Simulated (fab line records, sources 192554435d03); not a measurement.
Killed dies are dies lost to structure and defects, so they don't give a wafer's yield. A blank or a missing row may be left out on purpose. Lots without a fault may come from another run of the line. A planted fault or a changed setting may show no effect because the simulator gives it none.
fab line records | flow n5_finfet
record lots=7 wafers=39
route steps=1938 shown SD_EPI_N@278 MOL_CONTACT_COAG@559 BEOL_M3@950 BEOL_M5@1160 BEOL_M8@1368
start_h: hours from the record's first day to the start of the lot's first wafer shown | wait_h: hours since the lot's step before | " the same as in the row above | L1.1+2: a row that stands for several wafers | - no value, or no start given | * or withheld: withheld | < > ~ a bound
route shown NAME@n: a module of which the file shows steps, and the number in the route of the first | usual: mean/standard deviation of fault-free wafers | same: alike in all rows | chamber/n: place in a boat | sites: the reading at each site | _std_site: their standard deviation | _edge_site: outer sites' mean less inner sites' | radius_mm: how far each site lies from the wafer's centre | mask NAME#n: copy n | behind: the tool/chamber that last shaped the wafer | hold: why the lot was held/for how many hours/how that ended | device: the transistor (n, p or np) that didn't switch | end of line: the same wafers' tests at the end of the route | a step without rows: its recipe alone | killed: dies lost to structure and defects at the first sort, not the wafer's yield | map: a wafer's dies, x killed, . not, _ none there
set.NAME: the setting as run; set.NAME@STEP: as run at that earlier step | model.NAME: the simulator's own value behind a step, which no gauge read
lots whose settings were changed on purpose; a table a step, a row a wafer
## steps
# step N5_SD_EPI_N_ETCH_45
# recipe chemistry=CH3F/O2 target=SiOCN target_depth_a=60 mask_material=SOC ion_energy_ev=60 bias_w=29 pressure_mtorr=15 source_w=410 Ar_flow_sccm=150 CH3F_flow_sccm=30 O2_flow_sccm=20
# columns lot.wafer tool chamber start_h wait_h set.target_depth_a model.etch.depth_nm
L074.1 rie_diel-06 1 48.32 0.1 60 5.766
L074.3 " 3 " " 60 5.835
L074.4 " 3 " " 60 5.806
L076.1 rie_diel-06 3 62.40 0.1 60 5.87
L076.2 " 2 " " 33.3 3.387
L076.3 " 1 " " 33.3 3.217
L076.4 " 1 " " 33.3 3.208
L076.5 " 2 " " 60 6.071
L076.6 " 3 " " 60 5.863
L090.1 rie_diel-06 0 145.49 0.1 60 5.759
L090.2 " 1 " " 60 6.095
L090.3 " 2 " " 60 6.057
L090.4 " 1 " " 60 6.122
L090.5 " 2 " " 60 6.075
L090.6 " 0 " " 60 5.738
L092.1 rie_diel-03 0 158.29 0.1 60 6.005
L092.2 " 1 " " 60 5.843
L092.3 " 3 " " 60 5.783
L092.4 " 2 " " 60 6.002
L092.5 " 2 " " 60 6.04
L092.6 " 1 " " 60 5.88
L093.1 rie_diel-06 2 163.08 0.1 60 6.07
L093.2 " 3 " " 60 5.923
L093.3 " 1 " " 60 6.119
L093.4 " 0 " " 60 5.783
L093.5 " 1 " " 60 6.048
L093.6 " 2 " " 60 6.05
L096.1 rie_diel-02 3 183.28 0.1 60 6.191
L096.2 " 2 " " 90.23 8.904
L096.3 " 0 " " 90.23 8.577
L096.4 " 1 " " 60 5.965
L096.5 " 0 " " 90.23 8.54
L096.6 " 1 " " 60 5.981
L097.1 rie_diel-02 2 188.16 0.1 60 5.879
L097.2 " 3 " " 60 6.231
L097.3 " 0 " " 95.07 8.973
L097.4 " 1 " " 95.07 9.492
L097.5 " 1 " " 60 5.907
L097.6 " 2 " " 95.07 9.294
# step N5_MOL_CONTACT_COAG_ALD_27
# recipe material=SiOC target_thk_a=170 temp_c=400 ald_precursor_family=carbosiloxane ald_co_reactant=H2-plasma pulse_time_s=1.5 time_s=2720 purge_time_s=2 co_reactant_purge_time_s=2 ald_cycles=340 pressure_torr=2
# columns lot.wafer tool chamber start_h wait_h set.ald_cycles model.SiOC_of_MOL_CONTACT_COAG_ALD_27.thk_nm
L074.1+3 ald_sin-04 0,1 95.42 1.1 340 17
L074.4 " 2 " " 340 17.2
L076.1+3 ald_sin-04 1,2 109.47 0.0 267 13.4
L076.2+4 " 0,3 " " 340 17
L076.5 " 2 " " 267 13.6
L076.6 " 1 " " 340 17.2
L090.1+2+3+4+5 ald_sin-02 2,0,1,0,1 189.65 0.8 340 17
L090.6 " 2 " " 340 17.2
L092.1 ald_sin-03 2 207.25 0.0 494 24.8
L092.2+5 " 3 " " 494 24.6
L092.3+4+6 " 1,0,0 " " 340 17
L093.1 ald_sin-04 3 208.69 0.0 340 17
L093.2+6 " 1,2 " " 340 17.2
L093.3+5 " 0,3 " " 409 20.4
L093.4 " 2 " " 409 20.6
L096.1+2+6 ald_sin-03 1,3,2 229.33 0.0 340 17
L096.3+5 " 2,1 " " 278 14
L096.4 " 0 " " 278 13.8
L097.1+2 ald_sin-03 2,3 232.12 0.0 248 12.4
L097.3+4+5 " 1,0,0 " " 340 17
L097.6 " 1 " " 248 12.6
# step N5_BEOL_M3_ETCH_64
# recipe chemistry=N2/H2 target=SOC target_depth_a=750 overetch_a=150 mask_material=SiARC temp_c=40 time_s=112.5 ion_energy_ev=200 pressure_mtorr=30 source_w=840 bias_w=150 n2_flow_sccm=200 h2_flow_sccm=200
# columns lot.wafer tool chamber start_h wait_h set.time_s model.SiARC_of_BEOL_M3_COAT_62.thk_nm
L074.1 rie_diel-05 0 146.12 0.0 112.5 6.6
L074.3+4 " 1,3 " " 112.5 7
L076.1+4 rie_diel-04 3,1 153.56 0.0 57.1 9.2
L076.2+6 " 0 " " 112.5 7
L076.3 " 2 " " 57.1 9.4
L076.5 " 3 " " 112.5 6.4
L090.1+5 rie_diel-01 2 247.22 0.0 112.5 6.8
L090.2+4 " 1 " " 112.5 7.2
L090.3+6 " 3 " " 112.5 7
L092.1 rie_diel-05 0 252.32 0.0 112.5 6.6
L092.2+3+5 " 3,1,3 " " 112.5 7.2
L092.4+6 " 2,0 " " 112.5 6.8
L093.1+3+5 rie_diel-01 0,3,3 264.32 0.0 112.5 7
L093.2 " 1 " " 112.5 7.2
L093.4 " 2 " " 112.5 6.6
L093.6 " 0 " " 112.5 6.8
L096.1 rie_diel-01 3 276.07 0.0 112.5 6.8
L096.2 " 1 " " 112.5 7
L096.3+5 " 0,3 " " 178.9 3.8
L096.4 " 2 " " 112.5 6.6
L096.6 " 2 " " 178.9 3.4
L097.1+3+5 rie_diel-04 3,1,3 276.22 0.0 112.5 6.4
L097.2+6 " 2 " " 112.5 6.6
L097.4 " 0 " " 112.5 7
# step N5_BEOL_M5_TRENCH_ETCH_37
# recipe chemistry=C4F6/O2 target_depth_a=716.52 target=SiCOH_lowk time_s=24.7 ion_energy_ev=250 pressure_mtorr=30 source_w=345 bias_w=185 Ar_flow_sccm=300 C4F6_flow_sccm=10 O2_flow_sccm=10
# columns lot.wafer tool chamber start_h wait_h set.time_s model.BEOL_M5.feature_depth_nm model.etch.depth_nm
L074.1 rie_diel-01 0 - - 24.7 69.6 69.54
L074.3 " 1 " " 24.7 69.6 69.52
L074.4 " 3 " " 24.7 71.6 71.54
L076.1 rie_diel-01 1 - - 24.7 70.4 70.43
L076.2 " 2 " " 24.7 73.2 73.29
L076.3 " 0 " " 24.7 70.4 70.49
L076.4 " 3 " " 24.7 70.8 70.77
L076.5 " 2 " " 24.7 72.8 72.72
L076.6 " 3 " " 24.7 71.2 71.28
L090.1 rie_diel-04 1 - - 34.62 102.4 102.3
L090.2 " 2 " " 24.7 72.8 72.73
L090.3 " 0 " " 24.7 70 69.9
L090.4 " 3 " " 34.62 102.6 102.5
L090.5 " 2 " " 34.62 102 102
L090.6 " 1 " " 24.7 72.8 72.86
L092.1 rie_diel-01 0 - - 11.64 33.8 33.9
L092.2 " 1 " " 24.7 70.2 70.2
L092.3 " 3 " " 11.64 34 34.08
L092.4 " 3 " " 24.7 71.8 71.77
L092.5 " 0 " " 11.64 34 33.98
L092.6 " 1 " " 24.7 70.8 70.72
L093.1 rie_diel-05 1 - - 24.7 71.2 71.13
L093.2 " 3 " " 24.7 68.2 68.29
L093.3 " 2 " " 24.7 71 70.95
L093.4 " 0 " " 24.7 72.6 72.69
L093.5 " 3 " " 24.7 68.2 68.21
L093.6 " 2 " " 24.7 71.8 71.75
L096.1 rie_diel-04 2 - - 29.81 87.2 87.28
L096.2 " 0 " " 29.81 84.2 84.29
L096.3 " 1 " " 29.81 87.4 87.44
L096.4 " 3 " " 24.7 73.4 73.3
L096.5 " 2 " " 24.7 72.4 72.36
L096.6 " 1 " " 24.7 73 73.04
L097.1 rie_diel-05 2 - - 13.54 39.2 39.27
L097.2 " 3 " " 24.7 68 67.94
L097.3 " 1 " " 13.54 39 38.91
L097.4 " 1 " " 13.54 39.2 39.15
L097.5 " 3 " " 24.7 67.6 67.54
L097.6 " 2 " " 24.7 70.6 70.59
# step N5_BEOL_M5_ETCH_41
# recipe chemistry=CH3F/O2 target=SiCN target_depth_a=315 taper_deg=2 time_s=56.7 ion_energy_ev=120 mask_material=TiN pressure_mtorr=30 source_w=395 bias_w=75 Ar_flow_sccm=150 CH3F_flow_sccm=30 O2_flow_sccm=20
# step N5_BEOL_M5_STRIP_91
# recipe chemistry=N2/H2 time_s=10 power_w=450 temp_c=40 pressure_mtorr=20 rf_frequency_hz=6e+07 bias_power_w=7 n2_flow_sccm=200 h2_flow_sccm=200
# step N5_BEOL_M5_OCD_MEAS_38
# usual trench_depth_nm=71.3/1.7
# columns lot.wafer tool chamber start_h wait_h set.time_s@BEOL_M5_TRENCH_ETCH_37 trench_depth_nm
L074.1 ocd-01 - 167.84 - 24.7 69.1
L074.3 " - " " 24.7 69.6
L074.4 " - " " 24.7 71.3
L076.1 ocd-01 - 187.42 - 24.7 -
L076.2 " - " " 24.7 73.2
L076.3 " - " " 24.7 -
L076.4 " - " " 24.7 -
L076.5 " - " " 24.7 72.9
L076.6 " - " " 24.7 71.2
L090.1 ocd-02 - 274.17 - 34.62 103.0
L090.2 " - " " 24.7 72.9
L090.3 " - " " 24.7 70.2
L090.4 " - " " 34.62 102.2
L090.5 " - " " 34.62 102.6
L090.6 " - " " 24.7 72.9
L092.1 ocd-02 - 280.05 - 11.64 33.9
L092.2 " - " " 24.7 70.1
L092.3 " - " " 11.64 33.9
L092.4 " - " " 24.7 71.9
L092.5 " - " " 11.64 33.9
L092.6 " - " " 24.7 70.7
L093.1 ocd-01 - 286.64 - 24.7 70.8
L093.2 " - " " 24.7 68.1
L093.3 " - " " 24.7 70.6
L093.4 " - " " 24.7 72.4
L093.5 " - " " 24.7 68.0
L093.6 " - " " 24.7 72.1
L096.1 ocd-02 - 304.79 - 29.81 87.2
L096.2 " - " " 29.81 84.3
L096.3 " - " " 29.81 87.9
L096.4 " - " " 24.7 73.2
L096.5 " - " " 24.7 72.5
L096.6 " - " " 24.7 72.6
L097.1 ocd-02 - 307.22 - 13.54 39.4
L097.2 " - " " 24.7 67.4
L097.3 " - " " 13.54 39.2
L097.4 " - " " 13.54 39.2
L097.5 " - " " 24.7 67.3
L097.6 " - " " 24.7 70.4
# step N5_BEOL_M5_HM_STRIP_39
# recipe chemistry=peroxide_tin_strip material=TiN target_depth_a=250 temp_c=50 time_s=158
# step N5_BEOL_M5_SRD_40
# recipe time_s=30 temp_c=23 rinse_liquid=diw dry=ipa_marangoni
# step N5_BEOL_M5_ECD_50
# recipe material=Cu target_thk_a=3000
# step N5_BEOL_M5_ANNEAL_51
# recipe temp_c=225 time_s=90 ambient=N2
# step N5_BEOL_M5_CMP_52
# recipe stop_on=SiCOH_lowk t_overpolish_s=6.9 down_force_psi=1 platen_rpm=50 clearing_platen_down_force_psi=1.5 clearing_platen_rpm=50 post_cmp_clean=cu_alkaline target_thk_nm=62 clearing_platen_pad_velocity_m_s=0.99484 pad_velocity_m_s=0.99484
# columns lot.wafer tool chamber start_h wait_h set.time_s@BEOL_M5_TRENCH_ETCH_37 model.Cu_of_BEOL_M5_ECD_50.thk_nm
L074.3 cmp-01 1 174.46 0.2 24.7 59.6
L074.1 " 3 " " 24.7 64
L074.4 " 0 " " 24.7 62.6
L076.1 cmp-01 0 193.36 0.3 24.7 62.6
L076.3 " 1 " " 24.7 61
L076.4+6 " 2,0 " " 24.7 63.6
L076.2 " 3 " " 24.7 66.6
L076.5 " 1 " " 24.7 63.4
L090.1 cmp-04 2 280.70 0.3 34.62 94
L090.3 " 3 " " 24.7 59.2
L090.2 " 0 " " 24.7 66
L090.4 " 1 " " 34.62 92.2
L090.5 " 2 " " 34.62 93.6
L090.6 " 3 " " 24.7 63.4
L092.2 cmp-04 1 289.03 0.2 24.7 61
L092.3 " 2 " " 11.64 27.2
L092.4+6 " 3,2 " " 24.7 63.4
L092.1 " 0 " " 11.64 27
L092.5 " 1 " " 11.64 25.4
L093.1 cmp-04 2 293.77 0.3 24.7 61.8
L093.2 " 3 " " 24.7 58.4
L093.3 " 0 " " 24.7 64
L093.4 " 1 " " 24.7 63.6
L093.6 " 2 " " 24.7 63.8
L093.5 " 3 " " 24.7 58.8
L096.1 cmp-02 0 312.82 0.3 29.81 76.6
L096.4 " 1 " " 24.7 63.4
L096.2 " 2 " " 29.81 73.8
L096.3 " 3 " " 29.81 79.8
L096.6 " 0 " " 24.7 63
L096.5 " 1 " " 24.7 60.6
L097.2 cmp-02 2 313.99 0.2 24.7 56.8
L097.3 " 3 " " 13.54 31.4
L097.4 " 0 " " 13.54 28.4
L097.1 " 1 " " 13.54 27.4
L097.6 " 2 " " 24.7 59.4
L097.5 " 3 " " 24.7 59.6
# step N5_BEOL_M5_THK_MEAS_53
# recipe thk_meas_gauge=xrf reads=Cu_of_BEOL_M5_ECD_50
# usual M5_THK=63.2/2.4
# columns lot.wafer tool chamber start_h wait_h set.time_s@BEOL_M5_TRENCH_ETCH_37 M5_THK[nm]
L074.1 film_metro-02 - 174.76 - 24.7 64.2
L074.3 " - " " 24.7 60.0
L074.4 " - " " 24.7 62.9
L076.1 film_metro-02 - 193.66 - 24.7 -
L076.2 " - " " 24.7 67.7
L076.3 " - " " 24.7 -
L076.4 " - " " 24.7 -
L076.5 " - " " 24.7 64.2
L076.6 " - " " 24.7 64.4
L090.1 film_metro-01 - 280.99 - 34.62 96.6
L090.2 " - " " 24.7 67.9
L090.3 " - " " 24.7 60.6
L090.4 " - " " 34.62 94.7
L090.5 " - " " 34.62 95.9
L090.6 " - " " 24.7 65.1
L092.1 film_metro-01 - 289.32 - 11.64 27.5
L092.2 " - " " 24.7 62.4
L092.3 " - " " 11.64 27.9
L092.4 " - " " 24.7 64.7
L092.5 " - " " 11.64 25.9
L092.6 " - " " 24.7 65.1
L093.1 film_metro-01 - 294.07 - 24.7 63.4
L093.2 " - " " 24.7 59.7
L093.3 " - " " 24.7 65.5
L093.4 " - " " 24.7 65.2
L093.5 " - " " 24.7 60.0
L093.6 " - " " 24.7 65.4
L096.1 film_metro-02 - 313.11 - 29.81 78.3
L096.2 " - " " 29.81 75.2
L096.3 " - " " 29.81 81.3
L096.4 " - " " 24.7 64.4
L096.5 " - " " 24.7 61.7
L096.6 " - " " 24.7 64.1
L097.1 film_metro-01 - 314.28 - 13.54 27.8
L097.2 " - " " 24.7 57.9
L097.3 " - " " 13.54 32.1
L097.4 " - " " 13.54 28.9
L097.5 " - " " 24.7 60.6
L097.6 " - " " 24.7 60.8
# step N5_BEOL_M5_PRE_CLEAN_77
# recipe gas=NH3/H2 time_s=15 temp_c=* rf_power_w=300
# step N5_BEOL_M5_CO_CAP_78
# recipe material=Co target_thk_a=20 temp_c=200 precursor=CCTBA/H2 pressure_torr=30 time_s=102.1
# step N5_BEOL_M5_PRE_CLEAN_55
# recipe gas=NH3 time_s=15 temp_c=withheld rf_power_w=300
# step N5_BEOL_M5_DEP_56
# recipe material=SiCN target_thk_a=80 temp_c=withheld precursor=3MS/NH3 pressure_torr=3 rf_w=202 time_s=14
# step N5_BEOL_M5_RS_MEAS_57
# recipe thk_meas_gauge=four-point-probe reads=Co_of_BEOL_M5_CO_CAP_78+Cu_of_BEOL_M5_ECD_50+Co_of_BEOL_M5_CVD_47+TaN_of_BEOL_M5_ALD_86
# usual M5_RS=0.386/0.018
# columns lot.wafer tool chamber start_h wait_h set.time_s@BEOL_M5_TRENCH_ETCH_37 M5_RS[ohm/sq]
L074.1 film_metro-01 - 175.02 0.0 24.7 0.372
L074.3 " - " " 24.7 0.405
L074.4 " - " " 24.7 0.382
L076.1 film_metro-01 - 193.92 0.0 24.7 -
L076.2 " - " " 24.7 0.355
L076.3 " - " " 24.7 -
L076.4 " - " " 24.7 -
L076.5 " - " " 24.7 0.377
L076.6 " - " " 24.7 0.375
L090.1 film_metro-01 - 281.25 0.0 34.62 0.236
L090.2 " - " " 24.7 0.359
L090.3 " - " " 24.7 0.409
L090.4 " - " " 34.62 0.243
L090.5 " - " " 34.62 0.238
L090.6 " - " " 24.7 0.376
L092.1 film_metro-02 - 289.58 0.0 11.64 1.125
L092.2 " - " " 24.7 0.392
L092.3 " - " " 11.64 1.108
L092.4 " - " " 24.7 0.377
L092.5 " - " " 11.64 1.222
L092.6 " - " " 24.7 0.375
L093.1 film_metro-01 - 294.33 0.0 24.7 0.386
L093.2 " - " " 24.7 0.415
L093.3 " - " " 24.7 0.372
L093.4 " - " " 24.7 0.375
L093.5 " - " " 24.7 0.413
L093.6 " - " " 24.7 0.372
L096.1 film_metro-01 - 313.37 0.0 29.81 0.301
L096.2 " - " " 29.81 0.314
L096.3 " - " " 29.81 0.286
L096.4 " - " " 24.7 0.377
L096.5 " - " " 24.7 0.397
L096.6 " - " " 24.7 0.379
L097.1 film_metro-01 - 314.55 0.0 13.54 1.105
L097.2 " - " " 24.7 0.431
L097.3 " - " " 13.54 0.915
L097.4 " - " " 13.54 1.052
L097.5 " - " " 24.7 0.407
L097.6 " - " " 24.7 0.408
# step N5_BEOL_M8_DESCUM_33
# recipe chemistry=O2 time_s=7 source_power_w=50 bias_power_w=20 pressure_mtorr=20 rf_frequency_hz=2.712e+07 temp_c=40 resist=CAR-EUV o2_flow_sccm=225
# columns lot.wafer tool chamber start_h wait_h set.time_s model.CAR-EUV_of_BEOL_M8_COAT_22.thk_nm
L074.1+4 rie_diel-03 2,3 192.76 0.0 7 26.2
L074.3 " 0 " " 7 26
L076.1+3 rie_diel-02 2,3 210.88 0.1 7 26.2
L076.2 " 0 " " 3.629 27.8
L076.4+5 " 2,0 " " 3.629 27.6
L076.6 " 3 " " 7 26
L090.1+5 rie_diel-06 2,0 301.80 0.0 10.38 24.4
L090.2 " 1 " " 10.38 24.2
L090.3 " 0 " " 7 26.2
L090.4+6 " 2,1 " " 7 26
L092.1+3 rie_diel-02 3,1 308.98 0.1 7 26
L092.2+5+6 " 2,2,3 " " 3.734 27.6
L092.4 " 1 " " 7 26.2
L093.1+3+5 rie_diel-03 3,0,3 319.32 0.1 7 26
L093.2+4+6 " 2,1,0 " " 3.269 27.8
L097.1+2+3+5+6 rie_diel-06 1,3,2,2,3 333.24 0.4 7 25.8
L097.4 " 0 " " 7 26
L096.1 rie_diel-03 2 333.29 0.3 8.848 25.4
L096.2+5+6 " 0,1,2 " " 7 26.2
L096.3+4 " 1,3 " " 8.848 25.2
# step N5_BEOL_M8_ETCH_72
# recipe chemistry=N2/H2 target=underlayer target_depth_a=65 mask_material=CAR-EUV time_s=5.2 ion_energy_ev=200 pressure_mtorr=30 source_w=840 bias_w=150 n2_flow_sccm=200 h2_flow_sccm=200 ends=cleared
# columns lot.wafer tool chamber start_h wait_h set.time_s@BEOL_M8_DESCUM_33 model.CAR-EUV_of_BEOL_M8_COAT_22.thk_nm
L074.1 rie_diel-03 2 192.79 0.0 7 20.6
L074.3 " 0 " " 7 20.2
L074.4 " 3 " " 7 20.4
L076.1+3+6 rie_diel-02 2,3,3 210.91 0.0 7 20.4
L076.2 " 0 " " 3.629 22.2
L076.4+5 " 2,0 " " 3.629 22
L090.1+2+5 rie_diel-06 2,1,0 301.83 0.0 10.38 18.6
L090.3+4 " 0,2 " " 7 20.4
L090.6 " 1 " " 7 20.2
L092.1 rie_diel-02 3 309.01 0.0 7 20.2
L092.2+5 " 2 " " 3.734 22
L092.3+4 " 1 " " 7 20.4
L092.6 " 3 " " 3.734 21.8
L093.1+3+5 rie_diel-03 3,0,3 319.35 0.0 7 20.2
L093.2+4+6 " 2,1,0 " " 3.269 22.2
L097.1+2+4+5 rie_diel-06 1,3,0,2 333.28 0.0 7 20.2
L097.3+6 " 2,3 " " 7 20
L096.1 rie_diel-03 2 333.32 0.0 8.848 19.8
L096.2+5 " 0,1 " " 7 20.4
L096.3+4 " 1,3 " " 8.848 19.6
L096.6 " 2 " " 7 20.6
## key
split step=N5_SD_EPI_N_ETCH_45 setting=target_depth_a stated=60 by=wafer
response step=N5_SD_EPI_N_ETCH_45 reading=model.etch.depth_nm change=+0.0555 per=1% r=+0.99
split step=N5_MOL_CONTACT_COAG_ALD_27 setting=ald_cycles stated=340 by=wafer
response step=N5_MOL_CONTACT_COAG_ALD_27 reading=model.SiOC_of_MOL_CONTACT_COAG_ALD_27.thk_nm change=+0.168 per=1% r=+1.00
split step=N5_BEOL_M3_ETCH_64 setting=time_s stated=112.5 by=wafer
response step=N5_BEOL_M3_ETCH_64 reading=model.SiARC_of_BEOL_M3_COAT_62.thk_nm change=-0.0519 per=1% r=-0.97
split step=N5_BEOL_M5_TRENCH_ETCH_37 setting=time_s stated=24.7 by=wafer
response step=N5_BEOL_M5_TRENCH_ETCH_37 reading=model.BEOL_M5.feature_depth_nm change=+0.697 per=1% r=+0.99
response step=N5_BEOL_M5_TRENCH_ETCH_37 reading=model.etch.depth_nm change=+0.696 per=1% r=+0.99
response step=N5_BEOL_M5_OCD_MEAS_38 reading=trench_depth_nm change=+0.695 per=1% r=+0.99
response step=N5_BEOL_M5_CMP_52 reading=model.Cu_of_BEOL_M5_ECD_50.thk_nm change=+0.692 per=1% r=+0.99
response step=N5_BEOL_M5_THK_MEAS_53 reading=M5_THK change=+0.71 per=1% r=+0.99
response step=N5_BEOL_M5_RS_MEAS_57 reading=M5_RS change=-0.011 per=1% r=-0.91
split step=N5_BEOL_M8_DESCUM_33 setting=time_s stated=7 by=wafer
response step=N5_BEOL_M8_DESCUM_33 reading=model.CAR-EUV_of_BEOL_M8_COAT_22.thk_nm change=-0.0337 per=1% r=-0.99
response step=N5_BEOL_M8_ETCH_72 reading=model.CAR-EUV_of_BEOL_M8_COAT_22.thk_nm change=-0.0353 per=1% r=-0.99
